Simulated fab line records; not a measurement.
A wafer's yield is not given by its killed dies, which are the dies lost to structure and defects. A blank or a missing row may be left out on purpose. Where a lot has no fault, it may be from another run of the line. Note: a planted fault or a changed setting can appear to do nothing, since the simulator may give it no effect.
Which tool is to blame? ; flow n5 finfet ; 9 lots with 25 wafers sampled at 8 steps, on a route of 1938 steps

WHAT THE GAUGES SHOWED, per wafer
N5_BEOL_M4_INSPECT_30: inspects for defects (brightfield).
lot;measured;on;raw defect count
L774;day 8 15:01;defect inspect-01;460 458 482
L775;day 8 17:40;defect inspect-02;371 453 484
L778;day 9 06:58;defect inspect-02;538 472 453
L780;day 10 07:56;defect inspect-01;371 283 314
L783;day 10 12:10;defect inspect-01;330 497 353
L790;day 12 13:05;defect inspect-01;256 315
L793;day 13 05:20;defect inspect-01;405 336
L794;day 13 08:49;defect inspect-01;426 281 454
L796;day 14 23:14;defect inspect-02;398 326 400

N5_BEOL_M4_OCD_MEAS_38.
lot;measured;on;trench depth nm (nm)
L774;day 8 21:20;ocd-02;56.8 56.2 55.5
L775;day 9 03:44;ocd-02;55.2 55.9 55.6
L778;day 10 09:37;ocd-02;56.1 56.2 56.4
L780;day 10 12:57;ocd-01;55.5 55.7 56.8
L783;day 11 01:10;ocd-01;55.5 56.4 55.6
L790;day 13 07:02;ocd-02;55.2 31.4
L793;day 13 13:34;ocd-01;31.4 55.6
L794;day 13 22:31;ocd-02;55.0 56.1 56.6
L796;day 15 04:50;ocd-02;56.6 54.2 56.8

N5_BEOL_M4_CD_MEAS_35: target cd 18 nm, target cd y 22.4 nm.
lot;measured;on;cd nm (nm)
L774;day 8 21:30;cd sem-03;18.3 18.5 17.7
L775;day 9 03:54;cd sem-03;18.0 17.7 18.3
L778;day 10 09:46;cd sem-03;18.4 17.7 18.1
L780;day 10 13:06;cd sem-02;17.8 18.4 18.2
L783;day 11 01:20;cd sem-02;18.5 18.4 18.3
L790;day 13 07:17;cd sem-03;17.8 17.5
L793;day 13 13:44;cd sem-02;17.6 17.7
L794;day 13 22:41;cd sem-01;18.1 17.9 17.6
L796;day 15 04:59;cd sem-02;18.1 17.8 18.2

N5_BEOL_M4_THK_MEAS_53: measures by xrf.
lot;measured;on;M4_THK (nm)
L774;day 9 00:56;film metro-02;40.7 38.5 39.2
L775;day 9 08:55;film metro-02;41.6 40.8 41.5
L778;day 10 13:11;film metro-02;38.4 38.3 40.0
L780;day 10 17:07;film metro-02;39.9 40.1 40.8
L783;day 11 04:55;film metro-02;40.6 43.2 41.6
L790;day 13 11:08;film metro-02;40.8 14.3
L793;day 13 18:25;film metro-01;16.0 40.3
L794;day 14 04:09;film metro-02;39.5 40.0 41.3
L796;day 15 08:44;film metro-01;44.4 41.9 42.9

N5_BEOL_M4_RS_MEAS_58: a four-point-probe measurement.
lot;measured;on;M4_RS (ohm/sq)
L774;day 9 01:13;film metro-02;0.655 0.705 0.690
L775;day 9 09:12;film metro-01;0.645 0.664 0.648
L778;day 10 13:28;film metro-02;0.704 0.706 0.669
L780;day 10 17:23;film metro-02;0.677 0.673 0.653
L783;day 11 05:11;film metro-01;0.661 0.610 0.640
L790;day 13 11:23;film metro-01;0.661 2.786
L793;day 13 18:42;film metro-02;2.334 0.666
L794;day 14 04:25;film metro-01;0.692 0.672 0.651
L796;day 15 09:03;film metro-01;0.607 0.652 0.630

N5_BEOL_M4_RC_MEAS_101.
lot;measured;on;DIBL_N (mV/V);DIBL_P (mV/V);IOFF_N (nA/um);IOFF_P (nA/um);ION_N (uA/um);ION_P (uA/um);SS_N (mV/dec);SS_P (mV/dec);VT_N (mV);VT_P (mV)
L774;day 9 01:16;prober-02;36.5 36.5 34.9;36.2 36.3 33.7;0.161 0.161 0.131;0.177 0.175 0.148;674 688 659;462 460 453;70.6 71.0 70.3;73.1 73.1 72.7;248.3 249.3 254.6;-256 -255 -258
L775;day 9 09:15;prober-01;36.0 36.7 35.0;36.4 37.5 34.9;0.155 0.184 0.150;0.200 0.223 0.181;667 683 666;450 461 451;71.4 72.0 70.9;73.4 72.9 73.3;250.5 245.8 249.7;-254 -250 -256
L778;day 10 13:31;prober-02;36.5 36.4 37.8;39.0 39.1 39.4;0.202 0.185 0.219;0.228 0.222 0.236;691 682 681;468 463 461;72.6 72.5 72.2;74.4 73.7 74.2;246.6 250.5 246.0;-251 -251 -254
L780;day 10 17:35;prober-01;37.4 38.6 37.8;38.7 38.5 38.2;0.190 0.212 0.190;0.251 0.245 0.239;677 680 691;464 461 466;71.4 72.2 71.9;73.9 74.0 74.2;244.4 247.3 246.7;-251 -246 -249
L783;day 11 05:14;prober-01;36.7 35.7 38.2;35.7 33.7 38.3;0.153 0.143 0.195;0.236 0.199 0.275;683 683 688;475 467 480;71.3 71.4 71.7;72.6 72.7 73.3;246.7 246.6 245.8;-247 -253 -246
L790;day 13 11:45;prober-01;36.9;36.1;0.157;0.199;672;451;71.7;73.3;249.5;-251
L793;day 13 19:04;prober-02;35.1;34.5;0.149;0.217;677;469;71.0;73.1;249.2;-249
L794;day 14 04:37;prober-02;36.3 35.4 35.3;37.4 36.6 36.5;0.169 0.160 0.150;0.221 0.210 0.212;673 678 672;466 466 466;71.8 72.1 72.1;73.9 73.6 73.2;249.2 249.0 253.6;-247 -251 -251
L796;day 15 09:16;prober-02;36.8 36.5 36.8;37.4 37.5 36.6;0.157 0.155 0.149;0.196 0.204 0.186;682 679 683;465 466 461;71.2 71.1 71.4;73.6 73.1 73.7;246.8 249.0 248.1;-251 -252 -251

EACH LOT AND THE TOOL THAT RAN IT (in order: tool; ch and the chambers of the sampled wafers; start)
lot;N5_BEOL_M4_TRENCH_ETCH_37;N5_BEOL_M4_DEGAS_44
L774;rie diel-01 ch 0,2,3, day 8 21:11;pvd sputter-01, day 8 21:37
L775;rie diel-04 ch 1,2, day 9 03:35;pvd sputter-03, day 9 04:35
L778;rie diel-01 ch 0,3, day 10 09:28;pvd sputter-01, day 10 10:00
L780;rie diel-01 ch 1,2, day 10 12:48;pvd sputter-02, day 10 13:50
L783;rie diel-01 ch 0,3, day 11 01:01;pvd sputter-02, day 11 01:34
L790;rie diel-01 ch 0,1, day 13 06:53;pvd sputter-01, day 13 07:23
L793;rie diel-01 ch 0,3, day 13 13:25;pvd sputter-03, day 13 13:53
L794;rie diel-03 ch 1,3, day 13 22:22;pvd sputter-02, day 13 22:58
L796;rie diel-04 ch 1,3, day 15 04:41;pvd sputter-03, day 15 05:14
- N5_BEOL_M4_TRENCH_ETCH_37: etches SiOC in C4F6/O2, target depth 55.555 nm, time 29.2 s.
- N5_BEOL_M4_DEGAS_44: time 60 s.

AS READ BY THE TOOLS THEMSELVES (means over the sampled wafers that have a number; for cases with no such wafer, the mark the record gives instead)
N5_BEOL_M4_TRENCH_ETCH_37.
lot;tool;drypump motor current A (A);oes product au (a.u.);rf vpp V (V);run length s (s);showerhead plenum p Torr (Torr);throttle valve pct (%)
L774;rie diel-01;5.8;0.86;666;52.8;2.89;20.78
L775;rie diel-04;5.8;0.82;662;52.8;2.91;20.57
L778;rie diel-01;6.1;0.84;662;52.6;2.81;20.86
L780;rie diel-01;5.2;0.87;675;52.8;3.01;20.80
L783;rie diel-01;5.9;0.81;664;52.8;2.84;20.81
L790;rie diel-01;5.4;0.80;672;46.2;2.92;20.81
L793;rie diel-01;6.0;0.80;663;46.3;2.81;20.88
L794;rie diel-03;5.9;0.77;671;53.0;2.96;20.99
L796;rie diel-04;5.7;0.86;668;52.7;3.00;20.80

N5_BEOL_M4_DEGAS_44.
lot;tool;heater power w (W);susceptor temp C (C)
L774;pvd sputter-01;319;249.96
L775;pvd sputter-03;330;249.92
L778;pvd sputter-01;322;250.03
L780;pvd sputter-02;351;249.99
L783;pvd sputter-02;338;249.85
L790;pvd sputter-01;311;249.96
L793;pvd sputter-03;340;249.97
L794;pvd sputter-02;349;249.86
L796;pvd sputter-03;305;250.02

THE ANSWER, worked out from the rows above alone
Rule: what is usual is taken from the lots themselves. Put in order of their means at a reading, lots are off if they are a third of the lots or fewer, leave a main group of 4 or more, and stand apart from it by a gap of 3 or more times the standard deviation of the main group's means; of several such gaps the widest counts. A main group whose means are all the same, to the digits that the tables above print for the reading, isn't used. Also off: a lot with no number at a reading for which 4 or more lots have one. The other lots that the step has rows for count as sound. First the gauges in route order, then the tools' own readings, where a lot's mean is used as printed above. The first step at which some lot is off is used, and at that step the reading that is off furthest; a lot without a number counts as furthest.
Off at N5_BEOL_M4_OCD_MEAS_38 (trench depth nm): L790, L793. The main group has a mean of 55.9 nm with a standard deviation of 0.21.
A tool fits if, at a process step before that reading, it ran every lot that is off, and no sound lot after the first of them. Not tried: the gauges at N5_BEOL_M4_OCD_MEAS_38; whatever is off there is also off at N5_BEOL_M4_THK_MEAS_53, on other tools, and gauge error can't account for it. One fits: rie diel-01 at N5_BEOL_M4_TRENCH_ETCH_37. Its last sound lot is L783 (day 11 01:01), its first lot that is off L790 (day 13 06:53): a fault that began between those two fits.
On the lots that are off, the tool's own readings at N5_BEOL_M4_TRENCH_ETCH_37 differ by more than 5 times the standard deviation of the sound lots' means, which bears it out; run length s reads 46.2 s there versus 52.8 s on the sound lots.

WHAT WAS PUT IN BY THE SIMULATOR
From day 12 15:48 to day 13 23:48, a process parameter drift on rie diel-01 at N5_BEOL_M4_TRENCH_ETCH_37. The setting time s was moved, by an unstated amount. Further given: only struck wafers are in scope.
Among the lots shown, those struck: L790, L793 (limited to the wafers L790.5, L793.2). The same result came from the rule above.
